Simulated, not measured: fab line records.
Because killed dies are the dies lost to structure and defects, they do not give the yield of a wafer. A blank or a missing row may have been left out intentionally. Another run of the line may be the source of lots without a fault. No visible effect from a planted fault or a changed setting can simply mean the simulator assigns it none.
2 desks looking at one fault | flow n5-finfet | each desk holds nothing but its own numbers, with what lay behind them at the end

== FROM THE METROLOGY DESK ==
Means of the sampled wafers that have a number, per lot and without regard to the tool the lot ran on: this is what the gauges read. Any lot whose mean is over 4 standard deviations away from the usual mean is out of limits and marked OUT; that distance is given in the brackets. Of its 11 readings 7 are shown: those that lie furthest out on some lot.
Columns: A = cd-nm at N5_HKMG_FIN_CD_MEAS_49, usual 201.7 nm; B = DIBL_P at N5_BEOL_M4_RC_MEAS_101, usual 38 mV/V; C = IOFF_N at N5_BEOL_M4_RC_MEAS_101, usual 0.19 nA/um; D = IOFF_P at N5_BEOL_M4_RC_MEAS_101, usual 0.24 nA/um; E = ION_P at N5_BEOL_M4_RC_MEAS_101, usual 465 uA/um; F = SS_P at N5_BEOL_M4_RC_MEAS_101, usual 73.7 mV/dec; G = VT_P at N5_BEOL_M4_RC_MEAS_101, usual -249 mV
lot  | first seen here | A     | B  | C    | D    | E   | F    | G
L270 | day 3 23:38     | 202.1 | 38 | 0.18 | 0.23 | 461 | 73.5 | -248
L272 | day 4 13:12     | 202.0 | 39 | 0.16 | 0.21 | 464 | 73.8 | -250
L273 | day 4 16:23     | 200.7 | 36 | 0.15 | 0.20 | 458 | 72.7 | -251
L274 | day 4 23:44     | 199.9 | 40 | 0.23 | 0.29 | 471 | 73.9 | -246
L281 | day 6 17:53     | 201.1 | 41 | 0.26 | 0.32 | 472 | 73.9 | -246
L283 | day 7 09:16     | 201.7 | 35 | 0.18 | 0.26 | 479 | 73.0 | -245
L284 | day 7 10:38     | 201.2 | 37 | 0.15 | 0.23 | 464 | 73.6 | -249
L285 | day 7 17:40     | 202.1 | 43 | 0.26 | 0.32 | 469 | 74.8 | -245
L286 | day 8 01:52     | 201.6 | 38 | 0.16 | 0.21 | 465 | 73.8 | -250
L292 | day 9 11:37     | 201.8 | 38 | 0.17 | 0.22 | 463 | 73.9 | -251
This desk's verdict: no lot among the 10 shows anything out of limits.

== DESK OF THE TOOL OWNER: litho-track-02 ==
The tool's own readings at N5_HKMG_FIN_COAT_30 (time 60 s, resist thk 35 nm): means of the sampled wafers that have a number, for each lot that ran on this tool. Any lot whose mean is over 4 standard deviations away from the usual mean is out of limits and marked OUT; that distance is given in the brackets.
Columns: A = spin-speed-rpm at N5_HKMG_FIN_COAT_30, usual 1499.9 rpm
lot  | first seen here | A
L270 | day 4 02:58     | 1500.1
L273 | day 4 19:24     | 1500.0
L274 | day 5 02:48     | 1500.0
L281 | day 6 21:05     | 1499.9
L283 | day 7 12:49     | 1539.3 (+43) OUT
L285 | day 7 20:58     | 1539.6 (+44) OUT
Finding of this desk: L283, L285 out of limits; the first was L283 at day 7 12:49, on spin-speed-rpm at N5_HKMG_FIN_COAT_30. In limits: L270, L273, L274, L281.

== TAKEN TOGETHER ==
The tool owner's desk had the chance to raise an alarm at day 7 12:49 on L283, L285.
Metrology desk: nothing out of limits seen.
The metrology desk holds a record of L283, L285, inside its limits.
All the named lots went through N5_HKMG_FIN_COAT_30 on litho-track-02.

== WHAT HAD BEEN PUT IN BY THE SIMULATOR ==
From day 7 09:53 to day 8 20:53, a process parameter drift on litho-track-02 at N5_HKMG_FIN_COAT_30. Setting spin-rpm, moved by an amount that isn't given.
Struck lots among those shown: L283, L285.
Hours from the fault's start to each desk's first reading out of limits: the tool owner's desk, 3.
